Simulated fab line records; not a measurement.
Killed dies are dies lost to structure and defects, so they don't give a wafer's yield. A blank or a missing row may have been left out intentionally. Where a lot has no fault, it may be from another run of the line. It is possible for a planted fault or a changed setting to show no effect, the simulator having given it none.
fab line records    flow n5_finfet
[record] lots = 7  wafers = 21  last_day = 17
route steps=1938 shown BEOL_M4@1111 BEOL_M7@1299 BEOL_M15@1830 PASSIVATION@1936
lots with no fault: from the same line, run without faults
start_h: hours from the record's first day to the start of the lot's first wafer shown    wait_h: how many hours have passed since the lot's step before this one    " repeats the value in the row above    L1.1+2: a single row standing in for several wafers    - no value present, or no start provided    * or withheld: withheld    < > ~ a bound
route shown NAME@n: names a module that has steps shown in the file, with the first one's number in the route    usual: the fault-free wafers' mean and standard deviation    same: alike in all rows    chamber/n: place in a boat    sites: per-site readings    _std_site: their standard deviation    _edge_site: the outer-site mean with the inner-site mean subtracted    radius_mm: how far each site lies from the wafer's centre    mask NAME#n: copy n    behind: the tool/chamber that last shaped the wafer    hold: cause of the lot's hold/its duration in hours/its outcome    device: which transistor (n, p or np) failed to switch    end of line: the same wafers' tests at the end of the route    a step given without rows: its recipe and nothing more    killed: the dies lost at the first sort to structure and to defects; this is not the yield of the wafer    map: dies across one wafer; x = killed, . = not, _ = none there
set.NAME: the setting the step ran with; set.NAME@STEP: the setting that earlier step ran with    model.NAME: the simulator's own value behind a step, which no gauge read
one table for each step of the route and one row for each wafer, over a sample of lots
services: from which hour (start_h, from the record's first day; less than 0 if before it) a tool's chamber was out of use, for how many hours, and why
[[steps]]
[step N5_BEOL_M4_RC_MEAS_101]
[usual] DIBL_N = 36.4/2  DIBL_P = 36.1/2.5  IOFF_N = 0.16/0.037  IOFF_P = 0.20/0.038  ION_N = 670/13  ION_P = 459/8.3  SS_N = 71.6/0.69  SS_P = 73.3/0.72  VT_N = 250/3.4  VT_P = -251/3.1
lot.wafer  tool       chamber  start_h  wait_h  DIBL_N[mV/V]  DIBL_P[mV/V]  IOFF_N[nA/um]  IOFF_P[nA/um]  ION_N[uA/um]  ION_P[uA/um]  SS_N[mV/dec]  SS_P[mV/dec]  VT_N[mV]  VT_P[mV]
L358.2     prober-02  0        177.38   0.2     39.1          41.0          0.19           0.25           673           457           72.4          73.9          251       -250
L358.5     "          0        "        "       42.8          44.9          0.27           0.32           691           466           72.8          75.0          246       -248
L358.6     "          0        "        "       39.8          39.7          0.20           0.21           665           449           72.5          73.8          248       -252
L360.2     prober-01  0        179.75   0.2     34.5          33.9          0.12           0.16           665           454           71.7          72.6          255       -255
L360.3     "          0        "        "       36.0          36.7          0.16           0.21           681           467           72.5          72.8          247       -249
L360.4     "          0        "        "       32.3          32.2          0.10           0.14           654           457           70.5          71.8          256       -255
L367.1     prober-02  0        220.57   1.0     35.8          34.3          0.14           0.16           661           447           71.6          72.3          253       -253
L367.2     "          0        "        "       30.4          29.2          0.08           0.11           648           445           70.2          70.8          259       -259
L367.5     "          0        "        "       38.4          38.8          0.20           0.22           686           460           71.7          73.7          246       -250
L371.1     prober-01  0        243.89   0.0     36.4          34.2          0.14           0.20           664           454           70.9          73.3          250       -251
L371.2     "          0        "        "       39.1          36.0          0.18           0.22           668           456           71.5          73.7          246       -249
L371.3     "          0        "        "       36.8          34.2          0.14           0.22           670           467           71.6          73.4          252       -248
L370.1     prober-02  0        246.57   0.0     37.7          38.4          0.18           0.23           671           461           72.4          74.0          248       -251
L370.2     "          0        "        "       35.0          33.9          0.12           0.15           655           442           71.9          73.1          255       -257
L370.3     "          0        "        "       37.6          37.8          0.18           0.21           673           456           72.0          74.1          250       -252
L372.1     prober-02  0        250.97   0.0     39.1          39.9          0.23           0.28           689           468           72.3          74.1          244       -245
L372.3     "          0        "        "       34.5          33.9          0.13           0.17           662           451           71.2          72.6          250       -253
L372.4     "          0        "        "       38.9          38.1          0.21           0.23           670           459           72.5          73.4          247       -250
L378.3     prober-02  0        300.32   0.3     35.4          36.3          0.14           0.18           678           464           70.8          73.9          252       -254
L378.5     "          0        "        "       37.1          36.9          0.15           0.18           657           441           71.9          73.3          253       -256
L378.6     "          0        "        "       35.8          36.5          0.14           0.18           663           458           71.3          73.5          250       -256
[step N5_BEOL_M7_DESCUM_33]
[recipe] chemistry = O2  time_s = 7  source_power_w = 50  bias_power_w = 20  pressure_mtorr = 20  rf_frequency_hz = 2.712e+07  temp_c = 40  resist = CAR-EUV  o2_flow_sccm = 225
[usual] drypump_motor_current_A = 6.0/0.47  oes_product_au = 0.76/0.085  rf_vpp_V = 243.0/1.5  showerhead_plenum_p_Torr = 2.07/0.09  throttle_valve_pct = 20.5/0.36
[same] time_s = 7
lot.wafer  tool         chamber  start_h  wait_h  drypump_motor_current_A  oes_product_au  rf_hours_counter_h  rf_vpp_V  showerhead_plenum_p_Torr  throttle_valve_pct
L358.2     rie_diel-03  2        199.49   0.3     6.3                      0.70            207                 243.4     2.13                      20.3
L358.5     "            3        "        "       5.8                      0.78            -                   243.2     1.99                      19.9
L358.6     "            0        "        "       5.8                      0.76            -                   245.1     2.18                      20.9
L360.2     rie_diel-06  3        203.35   0.1     5.9                      0.77            132                 240.9     1.92                      20.0
L360.3     "            0        "        "       6.6                      0.75            190                 241.5     2.00                      20.2
L360.4     "            0        "        "       6.6                      0.75            -                   240.6     2.00                      20.2
L367.1     rie_diel-01  2        249.82   0.4     5.4                      0.70            207                 245.6     2.19                      20.7
L367.2     "            1        "        "       5.5                      0.91            19                  243.7     2.11                      20.3
L367.5     "            2        "        "       5.4                      0.70            -                   245.8     2.19                      20.7
L371.1     rie_diel-01  1        269.23   0.3     5.5                      0.91            24                  242.9     2.11                      20.2
L371.2     "            2        "        "       5.4                      0.71            213                 243.8     2.19                      20.8
L371.3     "            3        "        "       5.4                      0.76            162                 242.5     2.08                      20.8
L370.1     rie_diel-01  2        273.74   0.0     5.4                      0.70            214                 244.7     2.19                      20.8
L370.2     "            1        "        "       5.5                      0.90            26                  243.7     2.11                      20.3
L370.3     "            3        "        "       5.4                      0.76            164                 242.7     2.08                      20.8
L372.1     rie_diel-03  2        277.93   0.0     6.2                      0.67            232                 245.0     2.12                      20.4
L372.3     "            0        "        "       5.7                      0.74            185                 243.7     2.17                      20.9
L372.4     "            3        "        "       5.8                      0.76            142                 241.3     1.98                      19.9
L378.3     rie_diel-01  1        325.89   0.2     5.5                      0.88            42                  244.5     2.10                      20.3
L378.5     "            3        "        "       5.4                      0.73            -                   243.1     2.08                      20.8
L378.6     "            0        "        "       5.5                      0.96            -                   243.0     2.06                      20.4
[step N5_BEOL_M7_VIA_ETCH_34]
[recipe] chemistry = C4F6/O2  target = SiCOH_lowk  target_depth_a = 1255  mask_material = SOC  taper_deg = 4  time_s = 50.5  ion_energy_ev = 250  pressure_mtorr = 30  source_w = 345  bias_w = 185  Ar_flow_sccm = 300  C4F6_flow_sccm = 10  O2_flow_sccm = 10
[usual] drypump_motor_current_A = 6.0/0.47  oes_product_au = 0.76/0.084  rf_vpp_V = 663/20  showerhead_plenum_p_Torr = 2.83/0.11  throttle_valve_pct = 21.03/0.25
[same] time_s = 50.5
lot.wafer  tool         chamber  start_h  wait_h  drypump_motor_current_A  oes_product_au  rf_hours_counter_h  rf_vpp_V  showerhead_plenum_p_Torr  throttle_valve_pct
L358.2     rie_diel-03  2        199.67   0.0     6.2                      0.68            207                 713       2.93                      21.03
L358.5     "            3        "        "       5.8                      0.78            -                   656       2.78                      20.72
L358.6     "            0        "        "       5.8                      0.74            -                   679       2.95                      21.24
L360.2     rie_diel-06  3        203.53   0.0     5.9                      0.77            132                 632       2.65                      20.67
L360.3     "            0        "        "       6.5                      0.75            190                 639       2.72                      20.63
L360.4     "            0        "        "       6.5                      0.75            -                   638       2.72                      20.63
L367.1     rie_diel-01  2        250.00   0.0     5.4                      0.70            208                 675       2.94                      21.04
L367.2     "            1        "        "       5.5                      0.91            19                  656       2.91                      21.00
L367.5     "            2        "        "       5.4                      0.70            -                   676       2.94                      21.02
L371.1     rie_diel-01  1        269.41   0.0     5.5                      0.92            24                  656       2.91                      20.98
L371.2     "            2        "        "       5.4                      0.70            213                 676       2.94                      21.06
L371.3     "            3        "        "       5.4                      0.74            163                 656       2.84                      21.28
L370.1     rie_diel-01  2        273.92   0.0     5.4                      0.71            215                 675       2.94                      21.08
L370.2     "            1        "        "       5.5                      0.90            26                  655       2.91                      20.99
L370.3     "            3        "        "       5.4                      0.74            164                 658       2.84                      21.28
L372.1     rie_diel-03  2        278.11   0.0     6.2                      0.66            232                 714       2.92                      21.06
L372.3     "            0        "        "       5.8                      0.73            185                 681       2.94                      21.30
L372.4     "            3        "        "       5.8                      0.75            142                 655       2.77                      20.76
L378.3     rie_diel-01  1        326.07   0.0     5.5                      0.88            42                  656       2.90                      21.02
L378.5     "            3        "        "       5.4                      0.73            -                   657       2.83                      21.30
L378.6     "            0        "        "       5.5                      0.96            -                   650       2.82                      20.91
[step N5_BEOL_M7_TRENCH_ETCH_37]
[recipe] chemistry = C4F6/O2  target_depth_a = 934.78  target = SiCOH_lowk  time_s = 31.2  ion_energy_ev = 250  pressure_mtorr = 30  source_w = 345  bias_w = 185  Ar_flow_sccm = 300  C4F6_flow_sccm = 10  O2_flow_sccm = 10
[usual] drypump_motor_current_A = 6.0/0.47  oes_product_au = 0.76/0.083  rf_vpp_V = 663/20  showerhead_plenum_p_Torr = 2.83/0.11  throttle_valve_pct = 21.06/0.25
[same] time_s = 31.2
lot.wafer  tool         chamber  start_h  wait_h  drypump_motor_current_A  oes_product_au  rf_hours_counter_h  rf_vpp_V  showerhead_plenum_p_Torr  throttle_valve_pct
L358.2     rie_diel-03  2        -        -       6.2                      0.68            207                 712       2.93                      21.04
L358.5     "            3        "        "       5.9                      0.78            -                   656       2.78                      20.77
L358.6     "            0        "        "       5.7                      0.75            -                   678       2.95                      21.27
L360.2     rie_diel-06  3        -        -       5.9                      0.78            132                 634       2.65                      20.70
L360.3     "            0        "        "       6.5                      0.74            190                 638       2.72                      20.65
L360.4     "            0        "        "       6.5                      0.74            -                   637       2.72                      20.65
L367.1     rie_diel-01  2        -        -       5.4                      0.70            208                 675       2.94                      21.08
L367.2     "            1        "        "       5.5                      0.90            19                  655       2.91                      21.01
L367.5     "            2        "        "       5.4                      0.70            -                   675       2.94                      21.07
L371.1     rie_diel-01  1        -        -       5.5                      0.90            24                  655       2.91                      21.04
L371.2     "            2        "        "       5.4                      0.71            213                 674       2.94                      21.10
L371.3     "            3        "        "       5.4                      0.74            163                 657       2.84                      21.30
L370.1     rie_diel-01  2        -        -       5.4                      0.71            215                 675       2.94                      21.09
L370.2     "            1        "        "       5.5                      0.91            26                  655       2.91                      21.02
L370.3     "            3        "        "       5.4                      0.74            164                 658       2.84                      21.31
L372.1     rie_diel-03  2        -        -       6.2                      0.67            232                 714       2.92                      21.12
L372.3     "            0        "        "       5.8                      0.72            185                 679       2.94                      21.32
L372.4     "            3        "        "       5.8                      0.75            142                 655       2.77                      20.78
L378.3     rie_diel-01  1        -        -       5.5                      0.87            42                  656       2.90                      21.04
L378.5     "            3        "        "       5.4                      0.73            -                   657       2.83                      21.34
L378.6     "            0        "        "       5.5                      0.95            -                   648       2.82                      20.93
[step N5_BEOL_M7_ALD_77]
[recipe] material = TaN  target_thk_a = 20  temp_c = 275  ald_precursor_family = PDMAT  ald_co_reactant = NH3  pressure_torr = 3  carrier_flow_sccm = 1500  pulse_time_s = 2  purge_time_s = 3  co_reactant_purge_time_s = 2  co_reactant_pulse_time_s = 3  ald_cycles = 40  precursor_vessel_temp_c = 75  precursor_vessel_pressure_torr = 26.25  precursor_vessel_carrier_sccm = 1000
[usual] ald_cycles = 40/0  heater_power_w = 410/38  precursor_vessel_temp_c = 75.00/0.13
lot.wafer  tool          chamber  start_h  wait_h  ald_cycles  heater_power_w  precursor_vessel_temp_c
L358.2     ald_metal-02  0        200.69   0.2     40          406             74.82
L358.5     "             1        "        "       40          370             74.77
L358.6     "             0        "        "       40          393             74.88
L360.2     ald_metal-02  3        204.50   0.1     40          419             74.87
L360.3     "             2        "        "       40          450             74.92
L360.4     "             0        "        "       40          404             75.15
L367.1     ald_metal-02  1        250.93   0.0     40          368             75.02
L367.2     "             2        "        "       24          443             74.95
L367.5     "             3        "        "       40          427             74.89
L371.1     ald_metal-04  3        270.28   0.0     40          395             74.84
L371.2     "             0        "        "       40          391             75.07
L371.3     "             2        "        "       40          402             75.30
L370.1     ald_metal-02  3        275.64   0.0     40          432             74.91
L370.2     "             1        "        "       24          371             75.09
L370.3     "             0        "        "       24          409             75.01
L372.1     ald_metal-04  3        278.99   0.0     40          380             74.95
L372.3     "             0        "        "       40          374             75.01
L372.4     "             2        "        "       40          397             75.03
L378.3     ald_metal-03  2        327.20   0.1     40          490             75.02
L378.5     "             1        "        "       40          439             75.11
L378.6     "             2        "        "       40          501             75.04
[step N5_BEOL_M15_RC_MEAS_101]
[usual] COMB_M10 = 1.4e-11/2.9e-12  COMB_M11 = 1.5e-11/3.3e-12  COMB_M12 = 6.4e-12/1.4e-12  COMB_M13 = 4.9e-12/1.1e-12  COMB_M14 = 3.6e-12/1e-12  COMB_M15 = 2.4e-12/7.4e-13  COMB_M5 = 3.6e-11/7.6e-12  COMB_M6 = 2.5e-11/5.3e-12  COMB_M7 = 2.6e-11/5.2e-12  COMB_M7_max_site = 3.8e-11/9e-12  COMB_M8 = 2.7e-11/5e-12  COMB_M9 = 1.4e-11/3.5e-12  SERP_M10 = 3.20/0.11  SERP_M10_max_site = 3.28/0.12  SERP_M11 = 3.09/0.11  SERP_M11_max_site = 3.17/0.12  SERP_M12 = 0.629/0.018  SERP_M13 = 0.307/0.0081  SERP_M14 = 0.163/0.0073  SERP_M5 = 39.9/2.4  SERP_M6 = 14.3/0.69  SERP_M7 = 14.0/0.69  SERP_M8 = 14.3/0.76  SERP_M9 = 3.09/0.097
lot.wafer  tool       chamber  start_h  wait_h  COMB_M10[S/m]  COMB_M11[S/m]  COMB_M12[S/m]  COMB_M13[S/m]  COMB_M14[S/m]  COMB_M15[S/m]  COMB_M5[S/m]  COMB_M6[S/m]  COMB_M7[S/m]  COMB_M7_max_site[S/m]  COMB_M8[S/m]  COMB_M9[S/m]  SERP_M10[ohm/um]  SERP_M10_max_site[ohm/um]  SERP_M11[ohm/um]  SERP_M11_max_site[ohm/um]  SERP_M12[ohm/um]  SERP_M13[ohm/um]  SERP_M14[ohm/um]  SERP_M5[ohm/um]  SERP_M6[ohm/um]  SERP_M7[ohm/um]  SERP_M8[ohm/um]  SERP_M9[ohm/um]
L358.2     prober-01  0        263.28   0.2     1.47e-11       1.3e-11        6.1e-12        6.6e-12        2.7e-12        2.2e-12        3.1e-11       2.1e-11       2.3e-11       3.8e-11                2.7e-11       1.3e-11       3.16              3.30                       3.10              3.21                       0.634             0.313             0.163             36.6             13.9             14.4             13.4             3.08
L358.5     "          0        "        "       1.79e-11       1e-11          4.3e-12        5.8e-12        3.2e-12        2.2e-12        4.1e-11       2.5e-11       2.8e-11       3.8e-11                2.6e-11       1.1e-11       3.07              3.16                       3.12              3.20                       0.646             0.306             0.166             38.9             13.7             13.4             13.8             3.17
L358.6     "          0        "        "       1.29e-11       1.2e-11        7.6e-12        5.1e-12        3.4e-12        1.5e-12        3e-11         2.8e-11       2.4e-11       3.1e-11                2.2e-11       1.1e-11       3.18              3.31                       2.97              3.06                       0.646             0.320             0.165             38.0             14.4             14.1             13.7             3.04
L360.2     prober-01  0        274.12   0.2     1.68e-11       1.8e-11        4.3e-12        4.7e-12        5e-12          1.8e-12        4e-11         2.9e-11       2.1e-11       3e-11                  3.4e-11       1.4e-11       3.24              3.33                       3.13              3.21                       0.638             0.326             0.172             39.0             13.8             13.5             14.6             3.20
L360.3     "          0        "        "       1.58e-11       1.8e-11        4.7e-12        6.3e-12        2.9e-12        1.9e-12        3.6e-11       2.9e-11       2.1e-11       2.9e-11                2.3e-11       1.1e-11       3.42              3.46                       3.04              3.11                       0.639             0.310             0.171             41.5             13.9             13.8             15.6             3.34
L360.4     "          0        "        "       1.14e-11       1.6e-11        5.4e-12        7.8e-12        4e-12          2.6e-12        3.5e-11       3.1e-11       2.8e-11       3.3e-11                2.1e-11       8e-12         3.32              3.41                       3.21              3.29                       0.657             0.305             0.161             44.5             13.4             12.4             14.4             3.11
L367.1     prober-01  0        316.37   0.0     1.42e-11       1.2e-11        8e-12          4.3e-12        4e-12          2.5e-12        3.2e-11       2.7e-11       2.4e-11       5.4e-11                2e-11         1.4e-11       3.17              3.23                       3.14              3.25                       0.622             0.304             0.173             36.0             15.5             14.1             13.4             3.15
L367.2     "          0        "        "       1.63e-11       1.6e-11        8.2e-12        5.4e-12        3.6e-12        2.8e-12        3.9e-11       2e-11         1.51e-10      2.04e-10               1.7e-11       1.6e-11       3.26              3.38                       3.09              3.19                       0.635             0.298             0.163             36.7             13.3             12.8             13.3             3.24
L367.5     "          0        "        "       1.42e-11       1.2e-11        6.3e-12        5.3e-12        2.6e-12        2.7e-12        2.9e-11       2.3e-11       2.9e-11       4.4e-11                2.4e-11       1.8e-11       3.15              3.20                       3.13              3.22                       0.618             0.298             0.167             36.5             14.4             15.2             12.6             3.16
L371.1     prober-01  0        332.92   0.0     1.22e-11       1.5e-11        7.5e-12        4.1e-12        2.3e-12        1.6e-12        4e-11         2.5e-11       3.2e-11       4.3e-11                3.3e-11       1.5e-11       3.10              3.19                       3.22              3.29                       0.622             0.314             0.164             40.4             15.2             14.7             16.2             3.25
L371.2     "          0        "        "       1.02e-11       1.2e-11        6.4e-12        3.4e-12        2.4e-12        2.1e-12        3.1e-11       2.4e-11       3.1e-11       3.6e-11                3e-11         1.5e-11       3.00              3.06                       3.20              3.28                       0.638             0.304             0.173             35.4             13.6             14.5             14.9             3.14
L371.3     "          0        "        "       1.18e-11       9e-12          7.5e-12        4.4e-12        3.7e-12        1.5e-12        4.2e-11       2.5e-11       2.9e-11       4.9e-11                2e-11         1.3e-11       3.16              3.27                       3.05              3.09                       0.624             0.314             0.164             39.9             13.1             15.0             15.3             3.17
L370.1     prober-01  0        333.85   0.6     1.17e-11       1.7e-11        4.9e-12        4.4e-12        3.8e-12        1.8e-12        3.8e-11       2.4e-11       1.7e-11       2e-11                  2.2e-11       1.1e-11       3.08              3.13                       3.05              3.16                       0.620             0.301             0.170             35.5             14.7             14.9             14.6             3.08
L370.2     "          0        "        "       1.29e-11       1.1e-11        4.6e-12        3.9e-12        3.2e-12        1.8e-12        4.4e-11       3.2e-11       1.11e-10      1.41e-10               2.6e-11       1.4e-11       3.23              3.30                       3.02              3.07                       0.624             0.306             0.152             37.0             16.2             12.9             13.6             3.00
L370.3     "          0        "        "       1.25e-11       1.5e-11        5.2e-12        3.8e-12        3.7e-12        2.5e-12        3.4e-11       2.9e-11       7.9e-11       1.26e-10               2.3e-11       1.3e-11       3.07              3.11                       3.11              3.16                       0.621             0.296             0.169             36.7             14.0             12.7             14.7             3.09
L372.1     prober-01  0        349.56   0.0     2.24e-11       2e-11          8.4e-12        4.8e-12        2.7e-12        2.3e-12        3.7e-11       1.8e-11       2.7e-11       4.1e-11                2.7e-11       1.3e-11       3.16              3.22                       3.13              3.18                       0.607             0.295             0.176             38.7             13.1             14.2             15.1             2.94
L372.3     "          0        "        "       1.54e-11       2e-11          6.9e-12        4.3e-12        2.5e-12        1.7e-12        3.5e-11       1.8e-11       3.1e-11       4e-11                  2e-11         8e-12         3.06              3.07                       3.05              3.12                       0.617             0.304             0.152             35.8             14.2             15.0             14.1             2.99
L372.4     "          0        "        "       1.85e-11       2.1e-11        5.4e-12        7.5e-12        2.4e-12        1.8e-12        3.2e-11       2.7e-11       2.4e-11       2.9e-11                1.6e-11       1e-11         3.10              3.15                       3.11              3.16                       0.616             0.299             0.169             35.8             14.2             13.7             16.1             3.07
L378.3     prober-02  0        391.53   0.3     1.47e-11       1.1e-11        6.8e-12        5.3e-12        3.7e-12        3.1e-12        4.3e-11       2.8e-11       3.1e-11       4.1e-11                3.1e-11       1.9e-11       3.00              3.12                       3.06              3.13                       0.633             0.314             0.170             41.1             13.9             13.6             14.2             2.92
L378.5     "          0        "        "       2.33e-11       2.1e-11        7.4e-12        7.1e-12        5.4e-12        3.7e-12        3.4e-11       2.4e-11       2.4e-11       3.3e-11                3e-11         1.9e-11       2.97              3.00                       3.06              3.12                       0.631             0.322             0.159             39.8             14.6             14.9             14.0             3.15
L378.6     "          0        "        "       1.73e-11       1.3e-11        5.4e-12        6.2e-12        3.9e-12        2.8e-12        4e-11         2.4e-11       2.2e-11       3.7e-11                3.6e-11       2.1e-11       3.28              3.37                       2.87              2.91                       0.616             0.301             0.169             42.2             14.9             13.5             13.9             2.97
// sites COMB_M7 radius_mm=0,75,75,75,75,140,140,140,140
L358.2 2.3e-11 3.8e-11 2.3e-11 3e-11 2.1e-11 1.8e-11 2.2e-11 2.7e-11 2.6e-11
L360.2 2.6e-11 2.1e-11 2e-11 2.1e-11 2.8e-11 3e-11 1.9e-11 2.2e-11 1.9e-11
L367.1 5.4e-11 2.3e-11 2.9e-11 2.4e-11 2.6e-11 2.8e-11 1.9e-11 2.3e-11 1.8e-11
L371.1 2.5e-11 3.5e-11 4.3e-11 2.1e-11 2.5e-11 3.4e-11 2.3e-11 3.2e-11 3.3e-11
L370.1 1.5e-11 1.5e-11 1.7e-11 1.8e-11 1.7e-11 2e-11 1.3e-11 1.8e-11 1.9e-11
L372.1 2e-11 2.7e-11 3.2e-11 2.1e-11 2.8e-11 2.4e-11 4.1e-11 2.2e-11 3.2e-11
L378.3 2.7e-11 2.4e-11 2.4e-11 3.3e-11 3.1e-11 2.8e-11 3.1e-11 4.1e-11 3.7e-11
[step N5_PASSIVATION_PROBE_49]
[usual] defect_limited_yield = 91.2/1.6  killed_at_M0_to_M3 = 34/11  killed_at_M4_up = 13/5.2  killed_at_contacts = 13/6.3  killed_at_front_end = 40/14  killed_at_other = 3.2/2.4  killed_dies = 104/19  killed_open = 69/14  killed_short = 32/7.5  sort_bin_4_leakage = 0.00/0.04  sort_bin_5_function = 5.3/1.1  sort_bin_6_memory = 3.2/0.73  sort_bin_8_speed = 0.01/0.038  sort_n_pass = 1076/19  sort_yield_pct = 91.2/1.6
[same] gross_dies = 1180  killed_at_back_side = 0
lot.wafer  tool       chamber  start_h  wait_h  defect_limited_yield[%]  killed_at_M0_to_M3  killed_at_M4_up  killed_at_contacts  killed_at_front_end  killed_at_other  killed_dies  killed_open  killed_short  sort_bin_4_leakage[%]  sort_bin_5_function[%]  sort_bin_6_memory[%]  sort_bin_8_speed[%]  sort_n_pass  sort_yield_pct[%]
L367.1     prober-02  -        328.90   0.0     89.5                     30                  12               18                  60                   4                124          82           40            0                      6.3                     4.1                   0                    1056         89.5
L367.2     prober-02  -        328.95   0.1     89.1                     37                  25               8                   55                   4                129          64           47            1.10                   5.5                     4.1                   0.08                 1050         89.0
L367.5     prober-02  -        329.10   0.2     90.2                     37                  11               15                  48                   5                116          76           39            0                      5.8                     3.6                   0                    1064         90.2
L371.1     prober-02  -        347.40   0.0     89.4                     39                  13               5                   64                   4                125          90           32            0                      6.7                     3.6                   0                    1055         89.4
L371.2     prober-02  -        347.45   0.1     86.9                     49                  5                7                   88                   5                154          99           53            0                      7.8                     5.1                   0                    1026         86.9
L371.3     prober-02  -        347.50   0.1     89.2                     62                  12               3                   44                   6                127          80           42            0                      6.1                     4.0                   0                    1053         89.2
L370.1     prober-02  -        349.72   0.0     93.0                     26                  15               14                  25                   3                83           58           23            0                      3.8                     3.1                   0                    1097         93.0
L370.2     prober-02  -        349.77   0.1     89.2                     40                  34               18                  31                   5                128          79           37            0.76                   5.8                     3.9                   0                    1052         89.2
L370.3     prober-02  -        349.82   0.1     89.9                     29                  20               27                  30                   13               119          82           26            0.68                   5.3                     3.6                   0                    1061         89.9
L372.1     prober-02  -        364.49   0.0     89.2                     60                  16               16                  32                   4                128          89           37            0                      6.1                     4.5                   0                    1052         89.2
L372.3     prober-02  -        364.59   0.1     89.3                     49                  13               14                  47                   3                126          83           38            0                      5.8                     4.3                   0                    1054         89.3
L372.4     prober-02  -        364.64   0.2     90.8                     44                  12               18                  31                   4                109          65           43            0                      5.6                     3.3                   0                    1071         90.8
// killed by level:class
L367.1 FIN_SAQP:geometric_particle:open=23 BEOL_M2:geometric_particle:open=16 MOL_CONTACT_COAG:geometric_particle:open=13 FIN_SAQP:geometric_particle:short=11 MOL_CONTACT_COAG:geometric_particle:short=5 STI_FIN_REVEAL:geometric_particle:open=4 BEOL_M4:geometric_particle:open=4 DUMMY_GATE:geometric_particle:open=3
L367.2 FIN_SAQP:geometric_particle:short=23 M7:area_ald=13 FIN_SAQP:geometric_particle:open=11 BEOL_M2:geometric_particle:open=10 MOL_CONTACT_COAG:geometric_particle:open=7 BEOL_M0_SAQP:geometric_particle:open=7 BEOL_M0_SAQP:geometric_particle:short=4 BEOL_M3:geometric_particle:short=4
L367.5 MOL_CONTACT_COAG:geometric_particle:open=14 FIN_SAQP:geometric_particle:short=10 BEOL_M0_SAQP:geometric_particle:open=9 BEOL_M0_SAQP:geometric_particle:short=8 GATE_CUT:geometric_particle:short=7 FIN_SAQP:geometric_particle:open=6 BEOL_M2:geometric_particle:open=6 BEOL_M4:geometric_particle:open=6
L371.1 FIN_SAQP:geometric_particle:open=22 BEOL_M0_SAQP:geometric_particle:open=14 STI_FIN_REVEAL:geometric_particle:open=11 BEOL_M3:geometric_particle:open=9 GATE_CUT:geometric_particle:short=7 BEOL_M0_SAQP:geometric_particle:short=6 MOL_CONTACT_COAG:geometric_particle:open=5 ILD0:geometric_particle:open=5
L371.2 STI_FIN_REVEAL:geometric_particle:open=31 FIN_SAQP:geometric_particle:open=15 FIN_SAQP:geometric_particle:short=14 BEOL_M0_SAQP:geometric_particle:open=13 BEOL_M0_SAQP:geometric_particle:short=13 BEOL_M2:geometric_particle:open=10 STI_FIN_REVEAL:geometric_particle:short=7 BEOL_M1:geometric_particle:open=6
L371.3 BEOL_M0_SAQP:geometric_particle:short=21 BEOL_M0_SAQP:geometric_particle:open=19 FIN_SAQP:geometric_particle:open=10 STI_FIN_REVEAL:geometric_particle:open=10 BEOL_M4:geometric_particle:open=9 BEOL_M2:geometric_particle:open=8 FIN_SAQP:geometric_particle:short=5 BEOL_M1:geometric_particle:open=4
L370.1 MOL_CONTACT_COAG:geometric_particle:open=11 BEOL_M4:geometric_particle:open=9 BEOL_M2:geometric_particle:open=8 BEOL_M3:geometric_particle:open=7 FIN_SAQP:geometric_particle:open=5 STARTING-WAFER:geometric_particle:short=4 STARTING-WAFER:geometric_particle:open=4 FIN_SAQP:geometric_particle:short=3
L370.2 BEOL_M4:geometric_particle:open=14 MOL_CONTACT_COAG:geometric_particle:open=13 BEOL_M2:geometric_particle:open=11 M7:area_ald=9 BEOL_M0:geometric_particle:open=6 GATE_CUT:geometric_particle:open=5 MOL_CONTACT_COAG:geometric_particle:short=5 BEOL_M0_SAQP:geometric_particle:open=5
L370.3 MOL_CONTACT_COAG:geometric_particle:open=23 FIN_SAQP:geometric_particle:open=9 BEOL_M4:geometric_particle:open=8 M7:area_ald=8 BEOL_M1:geometric_particle:open=6 BEOL_M0_SAQP:geometric_particle:open=6 BEOL_M3:geometric_particle:open=6 PASS1_CAP:geometric_particle:short=6
L372.1 MOL_CONTACT_COAG:geometric_particle:open=14 BEOL_M0_SAQP:geometric_particle:open=12 BEOL_M1:geometric_particle:open=10 BEOL_M2:geometric_particle:open=10 BEOL_M0_SAQP:geometric_particle:short=9 BEOL_M3:geometric_particle:open=9 FIN_SAQP:geometric_particle:open=7 BEOL_M4:geometric_particle:open=7
L372.3 BEOL_M2:geometric_particle:open=14 STI_FIN_REVEAL:geometric_particle:open=12 MOL_CONTACT_COAG:geometric_particle:open=9 BEOL_M0_SAQP:geometric_particle:open=9 FIN_SAQP:geometric_particle:open=8 BEOL_M1:geometric_particle:open=7 FIN_SAQP:geometric_particle:short=6 BEOL_M5:geometric_particle:open=6
L372.4 FIN_SAQP:geometric_particle:short=15 MOL_CONTACT_COAG:geometric_particle:open=14 BEOL_M0_SAQP:geometric_particle:short=13 BEOL_M1:geometric_particle:open=6 BEOL_M2:geometric_particle:open=6 FIN_SAQP:geometric_particle:open=5 BEOL_M3:geometric_particle:open=5 BEOL_M0_SAQP:geometric_particle:open=5
[[services]]
tool          chamber  start_h  hours  kind
rie_diel-01   1        176.55   -      clean
rie_diel-01   1        176.55   -      consumable_replace:focus_ring
rie_diel-01   1        176.55   15.4   scheduled_down
rie_diel-01   1        176.55   15.4   vent_cycle
rie_diel-06   2        198.77   -      clean
rie_diel-06   2        198.77   -      consumable_replace:focus_ring
rie_diel-06   2        198.77   24.8   scheduled_down
rie_diel-06   2        198.77   24.8   vent_cycle
rie_diel-06   -        199.41   3.9    repair
ald_metal-04  -        204.95   0.5    repair
rie_diel-01   3        207.40   19.4   repair
ald_metal-04  2        231.67   6.8    repair
ald_metal-04  -        239.21   1.0    repair
rie_diel-01   0        267.70   -      clean
rie_diel-01   0        267.70   -      consumable_replace:focus_ring
rie_diel-01   0        267.70   39.1   scheduled_down
rie_diel-01   0        267.70   39.1   vent_cycle
ald_metal-04  0        271.85   3.6    repair
ald_metal-03  -        280.95   2.8    pm
rie_diel-01   1        293.98   4.3    repair
rie_diel-03   -        297.78   2.8    pm
ald_metal-03  0        325.43   6.5    repair
[[key]]
[first_sign] step = N5_BEOL_M7_ALD_77  reading = ald_cycles  direction = down  sigmas = 99+  usual = *  struck = *
[effect] step = N5_BEOL_M15_RC_MEAS_101  reading = COMB_M7  direction = up  sigmas = 17  usual = 2.6e-11  struck = 1.14e-10
[effect] step = N5_PASSIVATION_PROBE_49  reading = sort_bin_4_leakage  direction = up  sigmas = 9.9  usual = 0.00  struck = 0.85
met_at N5_BEOL_M7_ALD_77
struck_lots L367,L370
struck_wafers L367.2,L370.2,L370.3
not_acting_at N5_BEOL_M7_DESCUM_33,N5_BEOL_M7_VIA_ETCH_34,N5_BEOL_M7_TRENCH_ETCH_37
onset_between 204.50 250.93
[fault] kind = process_parameter_drift  tool = ald_metal-02  chamber = -  onset_h = 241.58  steps = N5_BEOL_M7_ALD_77  channel = ald_cycles  offset = *  shape = step  end_h = 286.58  scope = struck_wafers_only  acts_in = *  stated = *
